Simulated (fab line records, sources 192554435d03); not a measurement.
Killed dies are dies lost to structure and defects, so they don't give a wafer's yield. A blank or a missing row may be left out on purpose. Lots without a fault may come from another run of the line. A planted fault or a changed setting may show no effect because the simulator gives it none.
One fault seen from 2 desks | flow n5_finfet | each desk has only its own numbers; what lay behind them comes last

THE METROLOGY DESK
What the gauges read, lot by lot, whatever tool the lot ran on: means of the sampled wafers that have a number. A lot is out of limits, marked OUT, if its mean lies more than 4 standard deviations from the usual mean; the brackets give that distance.
Columns: A = cd_nm at N5_PASSIVATION_CD_MEAS_10, usual 3000 nm
lot  | first seen here | A
L651 | day 13 03:55    | 3001
L652 | day 14 02:02    | 3001
L653 | day 14 06:16    | 3001
L656 | day 14 20:53    | 3002
L657 | day 15 03:22    | 2995
L658 | day 15 23:07    | 2996
L659 | day 16 05:34    | 3002
L664 | day 17 13:48    | 2999
L667 | day 18 01:45    | 3001
L668 | day 18 15:35    | 3003
This desk's finding: nothing out of limits on any of the 10 lots.

THE TOOL OWNER'S DESK: rie_diel-02
The tool's own readings at N5_PASSIVATION_ETCH_15 (etches SiCN in CF4/N2, target depth 75 nm, time 81.2 s): means of the sampled wafers that have a number, for each lot that ran on this tool. A lot is out of limits, marked OUT, if its mean lies more than 4 standard deviations from the usual mean; the brackets give that distance.
Columns: A = bias_w at N5_PASSIVATION_ETCH_15, usual 69.99 W; B = drypump_motor_current_A at N5_PASSIVATION_ETCH_15, usual 5.8 A; C = mfc_ar_sccm at N5_PASSIVATION_ETCH_15, usual 100.0 sccm; D = oes_product_au at N5_PASSIVATION_ETCH_15, usual 0.78 a.u.; E = rf_vpp_V at N5_PASSIVATION_ETCH_15, usual 382.7 V; F = showerhead_plenum_p_Torr at N5_PASSIVATION_ETCH_15, usual 2.22 Torr; G = throttle_valve_pct at N5_PASSIVATION_ETCH_15, usual 15.40 %
lot  | first seen here | A               | B   | C     | D    | E                | F    | G
L652 | day 14 03:01    | 70.03           | 6.1 | 100.2 | 0.79 | 383.0            | 2.24 | 15.40
L653 | day 14 07:06    | 69.89           | 5.8 | 99.9  | 0.81 | 382.9            | 2.22 | 15.10
L656 | day 14 21:26    | 72.57 (+11) OUT | 5.7 | 100.3 | 0.77 | 391.1 (+4.6) OUT | 2.20 | 15.35
L658 | day 15 23:41    | 75.36 (+23) OUT | 5.8 | 100.5 | 0.81 | 401.9 (+11) OUT  | 2.25 | 15.24
L668 | day 18 16:04    | 69.75           | 6.1 | 100.0 | 0.83 | 381.8            | 2.23 | 15.29
This desk's finding: out of limits on L656, L658; first on L656, day 14 21:26 (bias_w at N5_PASSIVATION_ETCH_15). In limits: L652, L653, L668.

PUT TOGETHER
The tool owner's desk could have raised an alarm at day 14 21:26, on L656, L658.
The metrology desk saw nothing out of limits.
The metrology desk has L656, L658 on record, within its limits.
Of the lots named, all ran N5_PASSIVATION_ETCH_15 on rie_diel-02.

WHAT THE SIMULATOR HAD PUT IN
Process parameter drift: rie_diel-02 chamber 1, from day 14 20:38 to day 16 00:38, at N5_PASSIVATION_ETCH_15. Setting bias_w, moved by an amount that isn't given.
Lots struck among those shown: L656, L658.
Hours from the fault's start to each desk's first reading out of limits: the tool owner's desk, 1.
